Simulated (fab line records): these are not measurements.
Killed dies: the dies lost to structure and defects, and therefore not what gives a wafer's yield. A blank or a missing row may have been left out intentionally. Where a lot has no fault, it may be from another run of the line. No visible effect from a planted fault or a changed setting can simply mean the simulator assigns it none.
fab line records	flow n5-finfet
record: lots: 7	wafers: 21
route steps=1938 shown BEOL_M10@1477 BEOL_M11@1543 BEOL_M12@1609 BEOL_M14@1742
start-h: start of the lot's first displayed wafer, in hours after the record's first day	wait-h: hours since the lot's step before	" unchanged from the row above	L1.1+2: several wafers, shown together as one row	- value missing, or start not given	* or withheld: withheld	< > ~ a bound
route shown NAME@n: NAME is a module with steps in the file, n the number in the route of the first one	usual: mean and standard deviation over wafers with no fault	same: alike in all rows	chamber/n: place in a boat	sites: each site's reading	_std_site: standard deviation of those values	_edge_site: inner sites' mean taken away from outer sites' mean	radius-mm: for every site, how far away it sits from the centre of the wafer	mask NAME#n: copy n	behind: the tool/chamber that last shaped the wafer	hold: reason for holding the lot/hours on hold/outcome of the hold	device: whichever transistor did not switch (one of n, p or np)	end of line: tests run on the same wafers once the route is complete	a step without rows: its recipe alone	killed: dies lost to structure and defects at the first sort, not the wafer's yield	map: the dies of a wafer, with x for killed, . for not killed, _ for no die there
set.NAME: the setting the step ran with; set.NAME@STEP: the setting that earlier step ran with	model.NAME: the simulator's own value behind a step, which no gauge read
lots where settings were altered on purpose, with a table for each step and a row for each wafer
== steps ==
step: N5_BEOL_M10_COAT_05
recipe: resist: CAR-ArF	spin-rpm: 1500	resist-thk-nm: 90
lot.wafer	tool	chamber	start-h	wait-h	set.spin-rpm	model.CAR-ArF_of_BEOL_M10_COAT_05.thk-nm
L074.2	litho-track-01	0	-	-	1500	90.2
L074.3	"	0	"	"	1500	90
L074.4	"	0	"	"	1570	88.4
L075.4	litho-track-01	0	-	-	1500	90.2
L075.5+6	"	0	"	"	1500	90
L078.1	litho-track-05	0	-	-	1617	87
L078.2	"	0	"	"	1500	90
L078.5	"	0	"	"	1617	86.8
L080.2	litho-track-01	0	-	-	1500	90
L080.5	"	0	"	"	1371	94
L080.6	"	0	"	"	1371	94.4
L086.2+3	litho-track-05	0	-	-	1500	90.2
L086.5	"	0	"	"	1500	90
L092.1	litho-track-05	0	-	-	1364	94.4
L092.5	"	0	"	"	1500	90.2
L092.6	"	0	"	"	1500	90
L093.1+6	litho-track-03	0	-	-	1428	92.2
L093.2	"	0	"	"	1500	89.8
step: N5_BEOL_M10_EXPOSE_08
recipe: mask-id: M10	na: 1.35	source-shape: dipole	sigma-inner: 0.411	sigma-outer: 0.611	polarization: te	dose-mj: 53.75
lot.wafer	tool	chamber	start-h	wait-h	mask	set.dose-mj
L074.2	arfi-scanner-02	0	221.22	-	M10#0	53.75
L074.3+4	"	0	"	"	M10#0	55.08
L075.4+5+6	arfi-scanner-03	0	244.87	-	M10#0	53.75
L078.1+2+5	arfi-scanner-01	0	254.70	-	M10#0	53.75
L080.2+5	arfi-scanner-03	0	287.96	-	M10#0	51.81
L080.6	"	0	"	"	M10#0	53.75
L086.2+3+5	arfi-scanner-01	0	309.96	-	M10#0	53.75
L092.1+6	arfi-scanner-03	0	366.47	-	M10#0	53.75
L092.5	"	0	"	"	M10#0	57.18
L093.1	arfi-scanner-03	0	385.87	-	M10#0	52.48
L093.2+6	"	0	"	"	M10#0	53.75
step: N5_BEOL_M10_PEB_09
recipe: peb-temp-c: withheld	peb-time-s: 60	resist: CAR-ArF
step: N5_BEOL_M10_DEVELOP_10
recipe: develop-time-s: 30	developer: TMAH	resist: CAR-ArF	rinse-liquid: diw	dry: air-spin	dev-temp-c: 23
lot.wafer	tool	chamber	start-h	wait-h	set.spin-rpm@BEOL_M10_COAT_05	model.CAR-ArF_of_BEOL_M10_COAT_05.thk-nm
L074.2	litho-track-05	0	-	-	1500	88.6
L074.3	"	0	"	"	1500	88.4
L074.4	"	0	"	"	1570	86.8
L075.4+5+6	litho-track-05	0	-	-	1500	88.4
L078.1	litho-track-05	0	-	-	1617	85.2
L078.2	"	0	"	"	1500	88.4
L078.5	"	0	"	"	1617	85
L080.2	litho-track-05	0	-	-	1500	88.4
L080.5	"	0	"	"	1371	92.2
L080.6	"	0	"	"	1371	92.6
L086.2	litho-track-03	0	-	-	1500	88.6
L086.3+5	"	0	"	"	1500	88.4
L092.1	litho-track-05	0	-	-	1364	92.6
L092.5	"	0	"	"	1500	88.6
L092.6	"	0	"	"	1500	88.4
L093.1	litho-track-03	0	-	-	1428	90.4
L093.2	"	0	"	"	1500	88.2
L093.6	"	0	"	"	1428	90.6
step: N5_BEOL_M10_DESCUM_16
recipe: chemistry: O2	time-s: 7.9	source-power-w: 50	bias-power-w: 20	pressure-mtorr: 20	rf-frequency-hz: 2.712e+07	temp-c: 40	resist: CAR-ArF	o2-flow-sccm: 225
lot.wafer	tool	chamber	start-h	wait-h	set.spin-rpm@BEOL_M10_COAT_05	model.CAR-ArF_of_BEOL_M10_COAT_05.thk-nm
L074.2	rie-diel-03	2	221.43	0.0	1500	83.6
L074.3	"	3	"	"	1500	83.4
L074.4	"	2	"	"	1570	81.8
L075.4	rie-diel-03	3	245.06	0.0	1500	83.6
L075.5+6	"	1,2	"	"	1500	83.4
L078.1	rie-diel-04	1	255.00	0.1	1617	80.4
L078.2	"	0	"	"	1500	83.6
L078.5	"	1	"	"	1617	80.2
L080.2	rie-diel-01	2	288.20	0.1	1500	83.4
L080.5	"	0	"	"	1371	87.4
L080.6	"	3	"	"	1371	87.8
L086.2	rie-diel-03	0	310.17	0.0	1500	83.8
L086.3	"	3	"	"	1500	83.6
L086.5	"	1	"	"	1500	83.4
L092.1	rie-diel-04	3	367.19	0.5	1364	87.8
L092.5+6	"	1,2	"	"	1500	83.6
L093.1	rie-diel-01	0	386.08	0.0	1428	85.6
L093.2	"	3	"	"	1500	83.2
L093.6	"	0	"	"	1428	85.8
step: N5_BEOL_M11_COAT_05
recipe: resist: CAR-ArF	spin-rpm: 1500	resist-thk-nm: 90
lot.wafer	tool	chamber	start-h	wait-h	set.spin-rpm	model.CAR-ArF_of_BEOL_M11_COAT_05.thk-nm
L074.2	litho-track-02	0	-	-	1422	92
L074.3	"	0	"	"	1500	89.8
L074.4	"	0	"	"	1500	89.4
L075.4+5+6	litho-track-04	0	-	-	1500	89.8
L078.1+2	litho-track-02	0	-	-	1500	89.6
L078.5	"	0	"	"	1500	89.4
L080.2	litho-track-02	0	-	-	1398	93.2
L080.5+6	"	0	"	"	1500	90
L086.2	litho-track-04	0	-	-	1500	89.8
L086.3+5	"	0	"	"	1500	89.6
L092.1+5	litho-track-01	0	-	-	1500	90
L092.6	"	0	"	"	1430	92.2
L093.1+2	litho-track-01	0	-	-	1359	94.4
L093.6	"	0	"	"	1500	90
step: N5_BEOL_M11_EBR_07
recipe: solvent: PGMEA	ebr-width-mm: 1.5
step: N5_BEOL_M11_SOFTBAKE_06
recipe: temp-c: 110	time-s: 60	resist: CAR-ArF
step: N5_BEOL_M11_EXPOSE_08
recipe: mask-id: M11	na: 1.35	source-shape: dipole	sigma-inner: 0.411	sigma-outer: 0.611	polarization: te	dose-mj: 53.75
step: N5_BEOL_M11_PEB_09
recipe: peb-temp-c: withheld	peb-time-s: 60	resist: CAR-ArF
step: N5_BEOL_M11_DEVELOP_10
recipe: develop-time-s: 30	developer: TMAH	resist: CAR-ArF	rinse-liquid: diw	dry: air-spin	dev-temp-c: 23
lot.wafer	tool	chamber	start-h	wait-h	set.spin-rpm@BEOL_M11_COAT_05	model.CAR-ArF_of_BEOL_M11_COAT_05.thk-nm
L074.2	litho-track-01	0	-	-	1422	90.2
L074.3	"	0	"	"	1500	88.2
L074.4	"	0	"	"	1500	87.8
L075.4	litho-track-02	0	-	-	1500	88.2
L075.5+6	"	0	"	"	1500	88
L078.1	litho-track-04	0	-	-	1500	87.8
L078.2	"	0	"	"	1500	88
L078.5	"	0	"	"	1500	87.6
L080.2	litho-track-02	0	-	-	1398	91.4
L080.5	"	0	"	"	1500	88.4
L080.6	"	0	"	"	1500	88.2
L086.2+3+5	litho-track-01	0	-	-	1500	88
L092.1+5	litho-track-02	0	-	-	1500	88.4
L092.6	"	0	"	"	1430	90.4
L093.1	litho-track-01	0	-	-	1359	92.6
L093.2	"	0	"	"	1359	92.8
L093.6	"	0	"	"	1500	88.4
step: N5_BEOL_M11_ETCH_62
recipe: chemistry: N2/H2	target: SOC	target-depth-a: 1100	overetch-a: 220	mask-material: SiARC	temp-c: 40	time-s: 165	ion-energy-ev: 200	pressure-mtorr: 30	source-w: 840	bias-w: 150	n2-flow-sccm: 200	h2-flow-sccm: 200
usual: rf-vpp-V: 523.3/2.4
lot.wafer	tool	chamber	start-h	wait-h	set.bias-w	rf-vpp-V
L074.2	rie-diel-06	2	228.61	0.0	150	520.3
L074.3	"	3	"	"	123.9	464.8
L074.4	"	0	"	"	150	525.2
L075.4	rie-diel-02	0	256.03	0.0	159.3	545.0
L075.5	"	1	"	"	159.3	546.6
L075.6	"	0	"	"	150	524.2
L078.1	rie-diel-06	2	263.55	0.0	166.3	554.2
L078.2	"	0	"	"	150	524.3
L078.5	"	1	"	"	150	521.7
L080.2	rie-diel-06	0	298.65	0.0	150	526.0
L080.5	"	2	"	"	140	497.3
L080.6	"	1	"	"	150	523.3
L086.2	rie-diel-05	1	319.29	0.0	150	519.6
L086.3	"	3	"	"	150	522.9
L086.5	"	2	"	"	150	521.4
L092.1	rie-diel-02	3	375.01	0.0	150	520.9
L092.5	"	3	"	"	150	520.2
L092.6	"	2	"	"	150	521.7
L093.1	rie-diel-02	1	393.49	0.0	150	525.7
L093.2	"	3	"	"	150	519.4
L093.6	"	1	"	"	150	526.1
step: N5_BEOL_M12_PEB_08
recipe: peb-temp-c: 130	peb-time-s: 90
lot.wafer	tool	chamber	start-h	wait-h	set.peb-temp-c
L074.2+3	litho-track-02	0	233.54	0.0	127.4
L074.4	"	0	"	"	130
L075.4+5+6	litho-track-02	0	263.10	0.0	130
L078.1+2	litho-track-02	0	270.46	0.1	130
L078.5	"	0	"	"	132.8
L080.2+6	litho-track-02	0	308.50	0.0	128.6
L080.5	"	0	"	"	130
L086.2+3+5	litho-track-05	0	324.21	0.0	130
L092.1+6	litho-track-02	0	381.25	0.1	130
L092.5	"	0	"	"	128.6
L093.1+2	litho-track-05	0	399.48	0.1	130
L093.6	"	0	"	"	127.7
step: N5_BEOL_M12_DEVELOP_09
recipe: develop-time-s: 45	rinse-liquid: diw	dry: air-spin	dev-temp-c: 21
step: N5_BEOL_M12_HARDBAKE_14
recipe: temp-c: 130	time-s: 120
step: N5_BEOL_M12_CD_MEAS_10
recipe: target-cd-nm: 140	landing-energy-ev: 500	detector: se-inlens	polarity: opening
usual: cd-nm: 140.2/1.2
lot.wafer	tool	chamber	start-h	wait-h	set.peb-temp-c@BEOL_M12_PEB_08	cd-nm
L074.2	cd-sem-01	0	233.66	-	127.4	130.3
L074.3	"	0	"	"	127.4	131.4
L074.4	"	0	"	"	130	139.8
L075.4	cd-sem-02	0	263.22	-	130	139.6
L075.5	"	0	"	"	130	140.1
L075.6	"	0	"	"	130	140.3
L078.1	cd-sem-03	0	270.58	-	130	138.2
L078.2	"	0	"	"	130	140.5
L078.5	"	0	"	"	132.8	147.9
L080.2	cd-sem-02	0	308.62	-	128.6	135.9
L080.5	"	0	"	"	130	140.5
L080.6	"	0	"	"	128.6	135.4
L086.2	cd-sem-01	0	324.33	-	130	139.8
L086.3	"	0	"	"	130	142.2
L086.5	"	0	"	"	130	142.8
L092.1	cd-sem-02	0	381.37	-	130	138.9
L092.5	"	0	"	"	128.6	134.5
L092.6	"	0	"	"	130	140.5
L093.1	cd-sem-03	0	399.60	-	130	140.3
L093.2	"	0	"	"	130	143.6
L093.6	"	0	"	"	127.7	133.1
step: N5_BEOL_M12_STRIP_71
recipe: chemistry: post-etch-residue-remover	time-s: 60	temp-c: 25	remover-ph: withheld	remover-water-wt-pct: withheld	remover-fluoride-wt-pct: withheld
step: N5_BEOL_M12_SRD_72
recipe: time-s: 30	temp-c: 23	rinse-liquid: diw	dry: n2-spin	spin-rpm: 1500	dry-time-s: 30
step: N5_BEOL_M12_CD_MEAS_17
recipe: target-cd-nm: 140	polarity: opening
usual: cd-nm: 140.3/1.3
lot.wafer	tool	chamber	start-h	wait-h	set.peb-temp-c@BEOL_M12_PEB_08	cd-nm
L074.2	cd-sem-01	-	234.24	0.0	127.4	130.2
L074.3	"	-	"	"	127.4	131.2
L074.4	"	-	"	"	130	139.9
L075.4	cd-sem-02	-	263.85	0.0	130	139.9
L075.5	"	-	"	"	130	141.7
L075.6	"	-	"	"	130	140.0
L078.1	cd-sem-01	-	271.16	0.0	130	137.5
L078.2	"	-	"	"	130	140.2
L078.5	"	-	"	"	132.8	147.7
L080.2	cd-sem-02	-	309.20	0.0	128.6	136.9
L080.5	"	-	"	"	130	140.7
L080.6	"	-	"	"	128.6	135.5
L086.2	cd-sem-03	-	324.91	0.0	130	138.9
L086.3	"	-	"	"	130	142.2
L086.5	"	-	"	"	130	142.5
L092.1	cd-sem-03	-	382.15	0.0	130	138.1
L092.5	"	-	"	"	128.6	134.5
L092.6	"	-	"	"	130	139.4
L093.1	cd-sem-02	-	400.23	0.0	130	139.4
L093.2	"	-	"	"	130	142.4
L093.6	"	-	"	"	127.7	132.1
step: N5_BEOL_M12_SPUTTER_44
recipe: material: Ta	target-thk-a: 100	temp-c: 50	bias-v: 80	power-w: 15000	chamber-pressure-pa: 0.07	time-s: 16.13
lot.wafer	tool	chamber	start-h	wait-h	set.time-s	model.Ta_of_BEOL_M12_SPUTTER_44.thk-nm
L074.2+4	pvd-sputter-03	-	236.58	0.0	16.13	10
L074.3	"	-	"	"	18.52	11.6
L075.4+5+6	pvd-sputter-02	-	267.64	0.0	16.13	10
L078.1	pvd-sputter-02	-	274.82	0.0	16.13	9.6
L078.2+5	"	-	"	"	16.13	9.8
L080.2	pvd-sputter-01	-	313.86	0.0	16.13	10.2
L080.5	"	-	"	"	16.13	10.4
L080.6	"	-	"	"	16.13	10
L086.2	pvd-sputter-01	-	329.38	0.0	16.13	10.2
L086.3+5	"	-	"	"	16.13	10
L092.1	pvd-sputter-03	-	387.38	0.0	16.13	10.2
L092.5	"	-	"	"	16.13	10
L092.6	"	-	"	"	16.86	10.6
L093.1+2	pvd-sputter-02	-	403.65	0.0	16.13	10
L093.6	"	-	"	"	16.13	10.2
step: N5_BEOL_M14_EXPOSE_25
recipe: mask-id: M14	na: 0.8	source-shape: annular	sigma-inner: 0.5	sigma-outer: 0.8	polarization: unpolarized	target-cd-nm: 280	dose-mj: 26.6
lot.wafer	tool	chamber	start-h	wait-h	mask	set.dose-mj
L074.2	krf-scanner-01	0	245.28	-	M14#0	25.31
L074.3+4	"	0	"	"	M14#0	26.6
L075.4+6	krf-scanner-01	0	274.43	-	M14#0	28.53
L075.5	"	0	"	"	M14#0	26.6
L078.1	krf-scanner-02	0	281.43	-	M14#0	25.17
L078.2+5	"	0	"	"	M14#0	26.6
L080.2+5	krf-scanner-02	0	322.23	-	M14#0	26.6
L080.6	"	0	"	"	M14#0	27.86
L086.2+3+5	krf-scanner-01	0	337.26	-	M14#0	26.6
L092.1	krf-scanner-02	0	394.84	-	M14#0	27.83
L092.5+6	"	0	"	"	M14#0	26.6
L093.1+6	krf-scanner-01	0	411.29	-	M14#0	27.87
L093.2	"	0	"	"	M14#0	26.6
step: N5_BEOL_M14_PEB_26
recipe: peb-temp-c: 130	peb-time-s: 90
step: N5_BEOL_M14_DEVELOP_27
recipe: develop-time-s: 45	rinse-liquid: diw	dry: air-spin	dev-temp-c: 21
step: N5_BEOL_M14_HARDBAKE_32
recipe: temp-c: 130	time-s: 120
step: N5_BEOL_M14_CD_MEAS_28
recipe: target-cd-nm: 284.4	landing-energy-ev: 500	detector: se-inlens
usual: cd-nm: 284.5/1.5
lot.wafer	tool	chamber	start-h	wait-h	set.dose-mj@BEOL_M14_EXPOSE_25	cd-nm
L074.2	cd-sem-03	0	245.45	-	25.31	275.6
L074.3	"	0	"	"	26.6	285.5
L074.4	"	0	"	"	26.6	286.1
L075.4	cd-sem-02	0	274.59	-	28.53	293.9
L075.5	"	0	"	"	26.6	285.3
L075.6	"	0	"	"	28.53	297.0
L078.1	cd-sem-03	0	281.60	-	25.17	273.8
L078.2	"	0	"	"	26.6	281.4
L078.5	"	0	"	"	26.6	282.6
L080.2	cd-sem-03	0	322.40	-	26.6	287.8
L080.5	"	0	"	"	26.6	285.7
L080.6	"	0	"	"	27.86	291.4
L086.2	cd-sem-02	0	337.43	-	26.6	283.1
L086.3	"	0	"	"	26.6	282.7
L086.5	"	0	"	"	26.6	283.8
L092.1	cd-sem-02	0	395.01	-	27.83	291.3
L092.5	"	0	"	"	26.6	282.7
L092.6	"	0	"	"	26.6	284.4
L093.1	cd-sem-03	0	411.46	-	27.87	294.3
L093.2	"	0	"	"	26.6	285.8
L093.6	"	0	"	"	27.87	291.7
step: N5_BEOL_M14_DESCUM_33
recipe: chemistry: O2	time-s: 7.9	source-power-w: 50	bias-power-w: 20	pressure-mtorr: 20	rf-frequency-hz: 2.712e+07	temp-c: 40	o2-flow-sccm: 225
lot.wafer	tool	chamber	start-h	wait-h	set.dose-mj@BEOL_M14_EXPOSE_25	model.BEOL_M14.cd-nm
L074.2	rie-diel-03	0	245.69	0.2	25.31	275.6
L074.3	"	1	"	"	26.6	285.6
L074.4	"	2	"	"	26.6	286
L075.4	rie-diel-01	2	274.69	0.0	28.53	294.4
L075.5	"	0	"	"	26.6	285
L075.6	"	3	"	"	28.53	296.8
L078.1	rie-diel-01	2	281.87	0.2	25.17	273.8
L078.2	"	0	"	"	26.6	281.4
L078.5	"	0	"	"	26.6	282.8
L080.2	rie-diel-03	2	322.48	0.0	26.6	287.8
L080.5	"	0	"	"	26.6	285.8
L080.6	"	1	"	"	27.86	291.4
L086.2	rie-diel-03	2	337.52	0.0	26.6	283.2
L086.3	"	0	"	"	26.6	283
L086.5	"	0	"	"	26.6	284
L092.1	rie-diel-01	3	395.10	0.0	27.83	291.4
L092.5	"	3	"	"	26.6	283
L092.6	"	0	"	"	26.6	284.2
L093.1	rie-diel-04	1	411.55	0.0	27.87	294.2
L093.2	"	2	"	"	26.6	285.6
L093.6	"	1	"	"	27.87	291.8
step: N5_BEOL_M14_ETCH_67
recipe: chemistry: CF4	target: SiARC	target-depth-a: 1430	time-s: 238.3	ion-energy-ev: 80	pressure-mtorr: 40	source-w: 545	bias-w: 36	Ar_flow_sccm: 100	cf4-flow-sccm: 100	ends: cleared
lot.wafer	tool	chamber	start-h	wait-h	set.dose-mj@BEOL_M14_EXPOSE_25	model.BEOL_M14.cd-nm
L074.2	rie-diel-03	0	245.72	0.0	25.31	271.6
L074.3	"	1	"	"	26.6	281.8
L074.4	"	2	"	"	26.6	282.2
L075.4	rie-diel-01	2	274.78	0.1	28.53	289.4
L075.5	"	0	"	"	26.6	281
L075.6	"	3	"	"	28.53	292.4
L078.1	rie-diel-01	2	281.90	0.0	25.17	268.8
L078.2	"	0	"	"	26.6	277.2
L078.5	"	0	"	"	26.6	278.6
L080.2	rie-diel-03	2	322.52	0.0	26.6	283.6
L080.5	"	0	"	"	26.6	282
L080.6	"	1	"	"	27.86	287.4
L086.2	rie-diel-03	2	337.55	0.0	26.6	279.6
L086.3	"	0	"	"	26.6	279.2
L086.5	"	0	"	"	26.6	280.4
L092.1	rie-diel-01	3	395.14	0.0	27.83	287.8
L092.5	"	3	"	"	26.6	279
L092.6	"	0	"	"	26.6	280
L093.1	rie-diel-04	1	411.58	0.0	27.87	289.4
L093.2	"	2	"	"	26.6	280.6
L093.6	"	1	"	"	27.87	287
== key ==
split: step: N5_BEOL_M10_COAT_05	setting: spin-rpm	stated: 1500	by: wafer
response: step: N5_BEOL_M10_COAT_05	reading: model.CAR-ArF_of_BEOL_M10_COAT_05.thk-nm	change: -0.454	per: 1%	r: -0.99
response: step: N5_BEOL_M10_DEVELOP_10	reading: model.CAR-ArF_of_BEOL_M10_COAT_05.thk-nm	change: -0.444	per: 1%	r: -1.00
response: step: N5_BEOL_M10_DESCUM_16	reading: model.CAR-ArF_of_BEOL_M10_COAT_05.thk-nm	change: -0.458	per: 1%	r: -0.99
split: step: N5_BEOL_M10_EXPOSE_08	setting: dose-mj	stated: 53.75	by: wafer
response none clear
split: step: N5_BEOL_M11_COAT_05	setting: spin-rpm	stated: 1500	by: wafer
response: step: N5_BEOL_M11_COAT_05	reading: model.CAR-ArF_of_BEOL_M11_COAT_05.thk-nm	change: -0.468	per: 1%	r: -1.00
response: step: N5_BEOL_M11_DEVELOP_10	reading: model.CAR-ArF_of_BEOL_M11_COAT_05.thk-nm	change: -0.449	per: 1%	r: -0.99
split: step: N5_BEOL_M11_ETCH_62	setting: bias-w	stated: 150	by: wafer
response: step: N5_BEOL_M11_ETCH_62	reading: rf-vpp-V	change: +3.3	per: 1%	r: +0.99
split: step: N5_BEOL_M12_PEB_08	setting: peb-temp-c	stated: 130	by: wafer
response: step: N5_BEOL_M12_CD_MEAS_10	reading: cd-nm	change: +4.43	per: 1%	r: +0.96
response: step: N5_BEOL_M12_CD_MEAS_17	reading: cd-nm	change: +4.43	per: 1%	r: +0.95
split: step: N5_BEOL_M12_SPUTTER_44	setting: time-s	stated: 16.13	by: wafer
response: step: N5_BEOL_M12_SPUTTER_44	reading: model.Ta_of_BEOL_M12_SPUTTER_44.thk-nm	change: +0.108	per: 1%	r: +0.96
split: step: N5_BEOL_M14_EXPOSE_25	setting: dose-mj	stated: 26.6	by: wafer
response: step: N5_BEOL_M14_CD_MEAS_28	reading: cd-nm	change: +1.52	per: 1%	r: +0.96
response: step: N5_BEOL_M14_DESCUM_33	reading: model.BEOL_M14.cd-nm	change: +1.54	per: 1%	r: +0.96
response: step: N5_BEOL_M14_ETCH_67	reading: model.BEOL_M14.cd-nm	change: +1.56	per: 1%	r: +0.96
